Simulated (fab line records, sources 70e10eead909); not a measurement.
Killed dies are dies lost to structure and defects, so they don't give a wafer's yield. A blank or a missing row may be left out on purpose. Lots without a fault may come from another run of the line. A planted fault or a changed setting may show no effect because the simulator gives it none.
fab line records | flow nand_harc
record lots=11 wafers=33 last_day=33
route steps=1302 shown A_CHANNEL_FILL_D2@614 END@1302
lots that met no fault: from a run of the same line without faults
start_h: hours from the record's first day to the start of the lot's first wafer shown | wait_h: hours since the lot's step before | " the same as in the row above | L1.1+2: a row that stands for several wafers | - no value, or no start given | * or withheld: withheld | < > ~ a bound
route shown NAME@n: a module of which the file shows steps, and the number in the route of the first | usual: mean/standard deviation of fault-free wafers | same: alike in all rows | chamber/n: place in a boat | sites: the reading at each site | _std_site: their standard deviation | _edge_site: outer sites' mean less inner sites' | radius_mm: how far each site lies from the wafer's centre | mask NAME#n: copy n | behind: the tool/chamber that last shaped the wafer | hold: why the lot was held/for how many hours/how that ended | device: the transistor (n, p or np) that didn't switch | end of line: the same wafers' tests at the end of the route | a step without rows: its recipe alone | killed: dies lost to structure and defects at the first sort, not the wafer's yield | map: a wafer's dies, x killed, . not, _ none there
set.NAME: the setting as run; set.NAME@STEP: as run at that earlier step | model.NAME: the simulator's own value behind a step, which no gauge read
steps of the route over a sample of lots; a table a step, a row a wafer
services: from which hour (start_h, from the record's first day; less than 0 if before it) a tool's chamber was out of use, for how many hours, and why
## steps
# step NHARC_A_CHANNEL_FILL_D2_ALD_14
# recipe target_thk_a=25 pulse_time_s=10 ald_cycles=25 temp_c=300 material=SiO2
# usual heater_power_w=469/28 precursor_pulse_height_rel=1.000/0.02
# columns lot.wafer tool chamber start_h wait_h heater_power_w precursor_pulse_height_rel
L308.4 ald_hk-02 0 329.39 0.6 500 1.029
L308.1 " 1 " " 461 0.981
L308.2 " 2 " " 516 0.968
L309.4 ald_hk-02 0 329.65 0.8 484 0.983
L309.3 " 1 " " 460 1.007
L309.5 " 2 " " 497 0.983
L310.1 ald_hk-03 3 341.71 0.1 518 0.989
L310.3 " 2 " " 423 1.005
L310.5 " 3 " " 519 1.028
L311.1 ald_hk-03 0 352.02 0.0 498 1.021
L311.4 " 2 " " 418 0.987
L311.5 " 1 " " 400 1.032
L320.1 ald_hk-03 1 441.85 0.1 410 0.954
L320.3 " 3 " " 488 1.015
L320.5 " 0 " " 473 0.973
L322.3 ald_hk-02 0 466.33 0.0 468 1.000
L322.1 " 1 " " 475 1.006
L322.4 " 3 " " 468 1.006
L325.2 ald_hk-02 2 491.68 0.1 481 0.998
L325.1 " 3 " " 457 1.024
L325.6 " 2 " " 476 1.019
L326.2 ald_hk-02 1 499.75 0.1 464 0.985
L326.1 " 2 " " 480 1.012
L326.6 " 0 " " 484 0.989
L327.3 ald_hk-01 0 514.61 0.1 446 0.985
L327.6 " 3 " " 483 1.005
L327.5 " 0 " " 445 0.992
L328.2 ald_hk-02 0 514.64 0.1 481 1.019
L328.3 " 1 " " 466 0.977
L328.5 " 3 " " 470 1.027
L329.4 ald_hk-02 3 538.60 0.1 459 1.034
L329.3 " 0 " " 467 1.009
L329.6 " 3 " " 458 0.987
# step NHARC_A_CHANNEL_FILL_D2_ALD_15
# recipe target_thk_a=20 pulse_time_s=60 ald_cycles=19 temp_c=630 pressure_torr=2 material=SiNx
# usual chamber_pressure_Torr=2.001/0.0045 precursor_pulse_height_rel=1.000/0.018
# columns lot.wafer tool chamber start_h wait_h chamber_pressure_Torr precursor_pulse_height_rel
L308.1 ald_sin_batch-03 0 - - 1.999 1.028
L308.2 " 0 " " 1.999 1.001
L308.4 " 0 " " 2.004 1.002
L309.3 ald_sin_batch-03 0 - - 2.005 0.957
L309.4 " 0 " " 1.997 1.019
L309.5 " 0 " " 2.006 1.002
L310.1 ald_sin_batch-03 0 - - 2.011 1.011
L310.3 " 0 " " 2.001 0.983
L310.5 " 0 " " 2.008 1.000
L311.1 ald_sin_batch-01 0 - - 2.001 0.998
L311.4 " 0 " " 1.998 1.028
L311.5 " 0 " " 2.006 0.979
L320.1 ald_sin_batch-01 0 - - 2.003 1.024
L320.3 " 0 " " 2.003 1.015
L320.5 " 0 " " 1.999 1.015
L322.1 ald_sin_batch-02 0 - - 2.007 1.010
L322.3 " 0 " " 2.003 0.983
L322.4 " 0 " " 2.010 1.011
L325.1 ald_sin_batch-02 0 - - 2.003 0.999
L325.2 " 0 " " 1.994 1.015
L325.6 " 0 " " 2.003 1.022
L326.1 ald_sin_batch-02 0 - - 1.998 0.981
L326.2 " 0 " " 2.000 1.038
L326.6 " 0 " " 1.999 0.980
L327.3 ald_sin_batch-03 0 - - 1.999 1.002
L327.5 " 0 " " 1.994 0.997
L327.6 " 0 " " 1.998 0.979
L328.2 ald_sin_batch-03 0 - - 2.002 1.013
L328.3 " 0 " " 1.996 0.983
L328.5 " 0 " " 1.996 1.017
L329.3 ald_sin_batch-03 0 - - 1.995 1.001
L329.4 " 0 " " 1.997 0.987
L329.6 " 0 " " 1.999 1.025
# step NHARC_A_CHANNEL_FILL_D2_STRIP_28
# recipe time_s=20 o2_flow_sccm=500 ar_flow_sccm=0 bias_w=0 chemistry=O2
# usual drypump_motor_current_A=5.6/0.41 oes_product_au=1.002/0.011 rf_vpp_V=58.0/0.89 showerhead_plenum_p_Torr=3.59/0.12 throttle_valve_pct=17.037/0.0089
# columns lot.wafer tool chamber start_h wait_h drypump_motor_current_A oes_product_au rf_hours_counter_h rf_vpp_V showerhead_plenum_p_Torr throttle_valve_pct
L308.2 rie_diel-11 3 346.58 0.1 6.0 0.995 2 56.8 3.62 17.026
L308.1 " 1 " " 5.0 1.010 2 59.2 3.51 17.036
L308.4 " 2 " " 5.6 1.016 2 58.1 3.64 17.046
L309.4 rie_diel-09 1 346.59 0.1 5.0 1.010 0 56.2 3.62 17.040
L309.3 " 3 " " 5.3 1.004 0 57.9 3.75 17.027
L309.5 " 1 " " 5.0 1.001 - 59.0 3.62 17.014
L310.3 rie_diel-11 3 359.10 0.1 5.9 0.998 2 56.7 3.62 17.024
L310.1 " 1 " " 5.0 1.011 2 57.1 3.51 17.048
L310.5 " 0 " " 6.1 1.016 - 58.6 3.74 17.018
L311.4 rie_diel-09 0 369.82 0.1 5.6 0.988 1 58.6 3.40 17.042
L311.1 " 1 " " 5.0 1.001 1 60.3 3.61 17.044
L311.5 " 3 " " 5.3 0.993 - 57.4 3.75 17.052
L320.1 rie_diel-01 3 458.50 0.1 5.5 1.017 13 56.9 3.55 17.036
L320.3 " 0 " " 5.4 1.004 13 57.6 3.59 17.046
L320.5 " 3 " " 5.5 1.018 - 57.4 3.55 17.025
L322.3 rie_diel-09 3 484.15 0.1 5.3 1.012 3 59.0 3.75 17.035
L322.4 " 0 " " 5.6 0.993 3 56.8 3.40 17.046
L322.1 " 2 " " 6.1 1.001 3 58.3 3.38 17.037
L325.2 rie_diel-11 2 509.28 0.1 5.6 1.015 3 57.7 3.64 17.027
L325.1 " 3 " " 5.9 0.999 3 57.4 3.62 17.051
L325.6 " 2 " " 5.6 1.010 - 58.0 3.64 17.042
L326.2 rie_diel-11 3 517.24 0.1 5.9 0.989 3 56.1 3.62 17.029
L326.1 " 0 " " 6.1 1.004 3 58.1 3.74 17.034
L326.6 " 0 " " 6.1 1.001 - 57.6 3.74 17.029
L328.2 rie_diel-01 0 531.91 0.1 5.3 1.002 25 56.9 3.58 17.037
L328.3 " 1 " " 5.1 1.012 26 58.0 3.68 17.029
L328.5 " 2 " " 6.4 1.004 - 58.6 3.71 17.045
L327.3 rie_diel-09 3 531.94 0.1 5.3 0.981 1 57.8 3.75 17.041
L327.6 " 1 " " 5.0 0.974 - 59.6 3.61 17.030
L327.5 " 2 " " 6.1 0.982 - 56.7 3.37 17.039
L329.4 rie_diel-01 0 555.34 0.1 5.4 1.010 29 58.1 3.58 17.037
L329.3 " 1 " " 5.1 1.006 29 58.6 3.67 17.035
L329.6 " 0 " " 5.4 1.020 - 58.4 3.58 17.059
# step NHARC_A_CHANNEL_FILL_D2_ANNEAL_22
# recipe temp_c=620 time_s=7200
# usual spike_tc_bottom_C=644.1/2 spike_tc_centre_C=620.4/0.95 spike_tc_lower_C=620.3/0.94 spike_tc_top_C=639.0/1.9 spike_tc_upper_C=620.3/1.3 tube_center_temp_C=620/0.054 tube_center_temp_C_max=621.61/0.26 zone_power_upper_pct=8.1/0.46
# columns lot.wafer tool chamber start_h wait_h spike_tc_bottom_C spike_tc_centre_C spike_tc_lower_C spike_tc_top_C spike_tc_upper_C tube_center_temp_C tube_center_temp_C_max zone_power_upper_pct
L308.1 furnace-01 0 355.27 3.5 648.2 620.0 619.9 639.5 619.4 619.97 621.84 8.3
L308.2 " 0 " " 646.3 621.0 619.6 639.3 617.9 619.86 621.79 8.5
L308.4 " 0 " " 646.8 619.4 620.4 640.9 620.7 620.06 621.57 8.5
L309.3 furnace-01 0 355.27 3.5 644.8 621.1 621.4 639.5 619.6 620.06 621.49 8.7
L309.4 " 0 " " 647.1 621.0 619.0 640.0 619.4 620.05 621.21 8.5
L309.5 " 0 " " 647.0 620.6 619.5 639.2 618.8 619.98 621.89 8.5
L310.1 furnace-01 0 366.78 3.5 633.5 605.6 605.3 625.6 604.9 606.02 607.60 8.1
L310.3 " 0 " " 631.5 604.5 606.5 628.1 605.0 605.92 607.42 8.1
L310.5 " 0 " " 632.1 608.6 607.1 625.4 604.1 605.88 607.36 8.2
L311.1 furnace-01 0 377.55 3.5 631.8 606.5 605.7 627.7 605.1 605.9 607.56 8.2
L311.4 " 0 " " 632.9 606.3 606.5 628.8 605.0 606.05 607.57 8.2
L311.5 " 0 " " 633.2 606.9 605.3 628.3 604.3 605.99 607.64 8.0
L320.1 furnace-05 0 466.75 3.4 643.6 619.6 621.6 636.0 621.4 620.02 621.30 7.3
L320.3 " 0 " " 643.2 619.4 620.4 636.4 620.1 619.96 621.57 7.5
L320.5 " 0 " " 643.0 620.3 620.4 639.4 619.6 619.97 621.52 7.4
L322.1 furnace-04 0 491.40 2.9 641.3 621.5 617.9 640.2 619.6 619.94 621.50 8.3
L322.3 " 0 " " 643.3 620.4 620.0 639.5 621.0 620.04 621.66 8.3
L322.4 " 0 " " 643.5 623.1 622.2 640.2 621.4 619.95 621.32 8.2
L325.1 furnace-04 0 518.26 4.7 643.8 620.8 620.6 638.7 621.8 619.94 621.37 8.3
L325.2 " 0 " " 644.3 619.3 619.4 640.0 620.6 620.02 621.44 8.3
L325.6 " 0 " " 643.3 619.6 620.8 639.3 623.1 619.99 621.33 8.2
L326.1 furnace-01 0 525.72 3.5 646.0 620.9 618.3 641.6 618.1 620.08 621.91 8.5
L326.2 " 0 " " 648.1 620.7 620.7 641.5 618.1 620.06 621.85 8.3
L326.6 " 0 " " 645.6 621.4 620.5 640.6 618.9 620.02 621.65 8.4
L327.3 furnace-05 0 539.73 3.4 641.8 620.0 620.1 637.5 620.5 619.94 621.96 7.3
L327.5 " 0 " " 643.8 620.6 619.8 636.7 620.3 620.02 621.87 7.3
L327.6 " 0 " " 643.0 620.8 620.9 637.5 621.6 619.99 621.56 7.3
L328.2 furnace-05 0 539.73 3.4 642.4 618.6 622.1 635.1 620.8 620.08 621.48 7.3
L328.3 " 0 " " 641.6 621.7 618.4 639.5 619.4 620.02 621.43 7.3
L328.5 " 0 " " 642.2 620.6 621.2 636.4 621.6 619.97 621.66 7.3
L329.3 furnace-04 0 562.58 2.9 641.5 619.7 620.5 639.9 620.1 619.87 621.21 8.3
L329.4 " 0 " " 642.8 619.6 620.6 639.9 621.5 619.9 621.23 8.2
L329.6 " 0 " " 640.8 620.8 620.1 639.5 622.4 619.99 621.80 8.1
# step NHARC_END_SORT_01
# recipe temp_c=25
# usual killed_at_array=54/20 killed_at_other=0.7/0.94 killed_at_periphery=3.8/2.7 killed_dies=59/20 killed_open=3.5/1.9 killed_short=2.5/1.6
# same gross_dies=677
# columns lot.wafer tool chamber start_h wait_h killed_at_array killed_at_other killed_at_periphery killed_dies killed_open killed_short
L320.1 prober-01 0 704.65 2.5 41 1 1 43 5 5
L320.3 prober-01 0 706.22 3.1 45 0 1 46 5 2
L320.5 prober-01 0 707.78 3.6 23 0 4 27 1 2
L325.1 prober-02 0 767.24 2.5 67 1 2 70 2 3
L325.2 prober-02 0 768.03 2.8 94 0 1 95 3 3
L325.6 prober-02 0 771.20 4.0 69 1 0 70 2 1
L327.3 prober-01 0 772.79 3.1 40 0 4 44 3 0
L327.5 prober-01 0 774.37 3.7 40 3 1 44 7 0
L327.6 prober-01 0 775.15 3.9 33 1 2 36 4 0
L328.2 prober-02 0 775.82 2.8 96 1 3 100 3 3
L328.3 prober-02 0 776.63 3.1 83 0 5 88 1 5
L328.5 prober-02 0 778.25 3.7 58 0 6 64 4 2
# killed by level:class
L320.1 A_CHANNEL_HOLE_D1:chamber_film_flake=27 A_CONTACT:chamber_film_flake=3 P_M0:geometric_particle:short=1 A_ONON_D1:geometric_particle:short=1 A_DECK1_JOINT:geometric_particle:short=1 A_CHANNEL_HOLE_D2:geometric_particle:open=1 A_CHANNEL_FILL_D2:geometric_particle:open=1 A_STAIRCASE:geometric_particle:open=1
L320.3 A_CHANNEL_HOLE_D1:chamber_film_flake=33 A_ONON_D2:geometric_particle:open=2 A_SLIT:chamber_film_flake=2 A_CONTACT:chamber_film_flake=2 P_GATE:geometric_particle:short=1 A_DECK1_JOINT:chamber_film_flake=1 A_CHANNEL_FILL_D1:geometric_particle:open=1 A_CHANNEL_FILL_D2:geometric_particle:open=1
L320.5 A_CHANNEL_HOLE_D1:chamber_film_flake=15 A_CONTACT:chamber_film_flake=2 P_M0:geometric_particle:open=1 P_M0:geometric_particle:short=1 A_WL_FILL:geometric_particle:short=1 P_ZERO_WELL:chamber_film_flake=1 P_BONDPAD:chamber_film_flake=1 A_ZERO_WELL:chamber_film_flake=1
L325.1 A_SLIT:chamber_film_flake=28 A_CHANNEL_HOLE_D1:chamber_film_flake=19 A_M0:chamber_film_flake=6 A_CONTACT:chamber_film_flake=3 A_CHANNEL_FILL_D2:chamber_film_flake=2 A_STAIRCASE:chamber_film_flake=2 P_M2:geometric_particle:short=1 A_ONON_D1:geometric_particle:short=1
L325.2 A_SLIT:chamber_film_flake=37 A_CHANNEL_HOLE_D1:chamber_film_flake=33 A_CONTACT:chamber_film_flake=9 A_CHANNEL_FILL_D2:chamber_film_flake=3 A_M0:chamber_film_flake=3 A_CHANNEL_FILL_D1:chamber_film_flake=2 P_CONTACT:geometric_particle:open=1 A_SOURCE_PLATE:geometric_particle:short=1
L325.6 A_SLIT:chamber_film_flake=29 A_CHANNEL_HOLE_D1:chamber_film_flake=21 A_CONTACT:chamber_film_flake=10 A_CHANNEL_FILL_D2:chamber_film_flake=3 A_M0:chamber_film_flake=2 A_WL_FILL:geometric_particle:short=1 A_WL_FILL:geometric_particle:open=1 A_BLC:geometric_particle:open=1
L327.3 A_CHANNEL_HOLE_D1:chamber_film_flake=17 A_CONTACT:chamber_film_flake=8 A_SLIT:chamber_film_flake=7 A_STAIRCASE:chamber_film_flake=4 P_GATE:geometric_particle:open=1 P_CONTACT:geometric_particle:open=1 A_CHANNEL_FILL_D1:geometric_particle:open=1 P_ZERO_WELL:chamber_film_flake=1
L327.5 A_CHANNEL_HOLE_D1:chamber_film_flake=25 A_SLIT:chamber_film_flake=4 THIN_TSV:chamber_film_flake=3 A_CHANNEL_FILL_D1:chamber_film_flake=2 A_ONON_D1:geometric_particle:open=1 A_CHANNEL_FILL_D1:geometric_particle:open=1 A_DECK1_JOINT:geometric_particle:open=1 A_ONON_D2:geometric_particle:open=1
L327.6 A_CHANNEL_HOLE_D1:chamber_film_flake=16 A_SLIT:chamber_film_flake=5 A_CONTACT:chamber_film_flake=5 P_M0:geometric_particle:open=2 A_STAIRCASE:chamber_film_flake=2 A_CHANNEL_FILL_D2:geometric_particle:open=1 A_CONTACT:geometric_particle:open=1 A_CHANNEL_FILL_D1:chamber_film_flake=1
L328.2 A_SLIT:chamber_film_flake=35 A_CHANNEL_HOLE_D2:chamber_film_flake=32 A_CHANNEL_HOLE_D1:chamber_film_flake=8 A_CONTACT:chamber_film_flake=6 A_CHANNEL_FILL_D1:chamber_film_flake=4 A_STAIRCASE:chamber_film_flake=4 P_STI:chamber_film_flake=2 A_ONON_D2:geometric_particle:open=1
L328.3 A_CHANNEL_HOLE_D1:chamber_film_flake=22 A_SLIT:chamber_film_flake=22 A_CHANNEL_HOLE_D2:chamber_film_flake=21 A_CONTACT:chamber_film_flake=4 A_CHANNEL_FILL_D1:chamber_film_flake=3 A_ONON_D2:geometric_particle:short=2 P_ZERO_WELL:chamber_film_flake=2 P_GATE:chamber_film_flake=2
L328.5 A_SLIT:chamber_film_flake=25 A_CHANNEL_HOLE_D2:chamber_film_flake=14 A_CHANNEL_HOLE_D1:chamber_film_flake=8 P_ZERO_WELL:chamber_film_flake=3 A_CONTACT:chamber_film_flake=3 A_CHANNEL_FILL_D1:chamber_film_flake=2 P_M0:geometric_particle:open=1 A_CHANNEL_FILL_D1:geometric_particle:open=1
## services
# columns tool chamber start_h hours kind
ald_hk-01 - 305.60 10.0 pm
rie_diel-09 - 320.25 9.0 pm
rie_diel-01 0 336.70 5.6 repair
rie_diel-01 - 345.89 1.2 repair
ald_hk-02 - 349.53 10.0 pm
ald_hk-02 0 349.53 10.0 vent_cycle
ald_hk-02 1 349.53 10.0 vent_cycle
rie_diel-11 2 351.18 5.2 repair
rie_diel-01 - 377.74 0.4 repair
rie_diel-01 - 382.09 9.0 pm
ald_hk-03 - 393.75 10.0 pm
rie_diel-11 - 432.50 9.0 pm
rie_diel-09 0 439.23 26.7 repair
rie_diel-01 2 444.28 5.3 repair
rie_diel-11 2 453.85 2.9 repair
rie_diel-01 2 478.00 8.0 repair
ald_hk-01 - 483.60 10.0 pm
rie_diel-09 - 497.25 9.0 pm
ald_hk-03 - 505.79 0.3 repair
ald_sin_batch-01 - 506.00 26.0 pm
ald_hk-02 - 527.53 10.0 pm
rie_diel-11 2 528.69 8.4 repair
rie_diel-11 1 556.99 2.8 repair
rie_diel-01 - 559.09 9.0 pm
## key
first_sign step=NHARC_A_CHANNEL_FILL_D2_ANNEAL_22 reading=tube_center_temp_C direction=down sigmas=99+ usual=* struck=*
effect step=NHARC_A_CHANNEL_FILL_D2_ANNEAL_22 reading=tube_center_temp_C_max direction=down sigmas=55 usual=* struck=*
met_at NHARC_A_CHANNEL_FILL_D2_ANNEAL_22
struck_lots L310,L311
tester_left_out L310,L311
not_acting_at NHARC_A_CHANNEL_FILL_D2_ALD_14,NHARC_A_CHANNEL_FILL_D2_ALD_15,NHARC_A_CHANNEL_FILL_D2_STRIP_28
onset_between 355.27 366.78
fault kind=process_parameter_drift tool=furnace-01 chamber=- onset_h=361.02 steps=NHARC_A_CHANNEL_FILL_D2_ANNEAL_22 channel=temp_c offset=* shape=step end_h=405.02 acts_in=* stated=*
# tester_left_out: of these lots the tester's yield and bins aren't shown, on N5 and GAA mostly nor the transistor test; their killed dies are dies lost to structure and defects alone, not to doping, threshold or leakage, so they don't give the yield
